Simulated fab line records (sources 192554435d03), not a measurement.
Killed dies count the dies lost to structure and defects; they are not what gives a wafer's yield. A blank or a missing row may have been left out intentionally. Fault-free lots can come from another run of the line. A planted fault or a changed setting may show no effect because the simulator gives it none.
Split-lot experiment ; flow n5-finfet ; 21 wafers read from 7 lots, route of 1938 steps

ABOUT THE SPLIT
At N5_BEOL_M7_ETCH_66 (etches SOC in N2/H2, target depth 80 nm, overetch 16 nm, time 120 s), the setting bias-w was moved away from the recipe's 150 W on 5 of the 21 wafers read, by -13.7% to -6.5%. For the rest of the wafers, this setting stayed at what the recipe calls for.

The split's own step is where the reading is taken.

THE READING
rf-vpp-V, in V, at N5_BEOL_M7_ETCH_66 (etches SOC in N2/H2, target depth 80 nm, overetch 16 nm, time 120 s). Typical for fault-free wafers on this fab line: 523.3 V, with standard deviation 2.2 V.

wafer;tool, chamber at the split;bias-w as run, W;against the recipe;rf-vpp-V, V;against lot-mates on the recipe
L077.1;rie-diel-01, 2;150;recipe;520.1;-
L077.5;rie-diel-01, 1;150;recipe;525.0;-
L077.6;rie-diel-01, 0;129.5;-13.7%;475.2;-47.3
L074.1;rie-diel-02, 2;150;recipe;527.9;-
L074.3;rie-diel-02, 1;150;recipe;522.9;-
L074.4;rie-diel-02, 3;150;recipe;523.4;-
L079.3;rie-diel-02, 3;150;recipe;523.5;-
L079.4;rie-diel-02, 0;150;recipe;524.4;-
L079.5;rie-diel-02, 2;150;recipe;528.2;-
L083.1;rie-diel-04, 0;137.6;-8.3%;499.6;-24.0
L083.2;rie-diel-04, 1;150;recipe;523.6;-
L083.4;rie-diel-04, 2;137.6;-8.3%;492.4;-31.2
L091.2;rie-diel-02, 2;150;recipe;528.2;-
L091.5;rie-diel-02, 3;150;recipe;521.6;-
L091.6;rie-diel-02, 0;150;recipe;526.2;-
L092.2;rie-diel-02, 1;150;recipe;522.7;-
L092.3;rie-diel-02, 0;150;recipe;524.3;-
L092.4;rie-diel-02, 3;150;recipe;522.8;-
L094.1;rie-diel-02, 2;140.3;-6.5%;506.1;-16.6
L094.3;rie-diel-02, 3;150;recipe;522.7;-
L094.6;rie-diel-02, 1;140.3;-6.5%;499.9;-22.8

FIT RESULTS
A straight line over all 21 wafers: rf-vpp-V changes by +3.48 V for each +1% of bias-w; r = +0.98; the points scatter about the line by 2.7 V.
The same after taking each lot's own level away (the mean of its wafers on the recipe; 21 wafers): +3.35 V for each +1%; r = +0.98; scatter 2.5 V.
According to that fit, moving bias-w by its largest amount changes the reading by 46 V.
The lots' own levels span 522.55 to 525.37 V, that is 1.3 times the standard deviation above.
The two slopes agree, so the slope changes little with the lot-to-lot level.
Check: -44.1 V against its lot-mates is what the line predicts for one of the wafers moved furthest among these (-13.7%) when that wafer is left out of the fit. Against them it came out at -47.3 V.
Tool readings at the split's step, against how far the setting was moved: rf-vpp-V r = +0.98.

OTHER SPLITS APPLIED TO THESE WAFERS
Before the reading, these wafers also passed through other splits. Each is held against what the fit with the lots' levels taken away leaves over:
other split on the same wafers;wafers away from the commonest value;r with rf-vpp-V (lot level and that fit taken away)
N5_BEOL_M2_TRENCH_ETCH_37 time-s;6;+0.05
N5_BEOL_M4_COAT_22 spin-rpm;12;+0.00
N5_BEOL_M4_DESCUM_33 time-s;4;+0.03
N5_BEOL_M6_COAT_59 spin-rpm;8;+0.24
N5_BEOL_M6_COAT_60 spin-rpm;6;+0.30
N5_BEOL_M7_DESCUM_33 time-s;5;-0.15

THE FILE'S OWN FIT
rf-vpp-V changes by +3.38 V for each +1% of bias-w, r = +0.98.
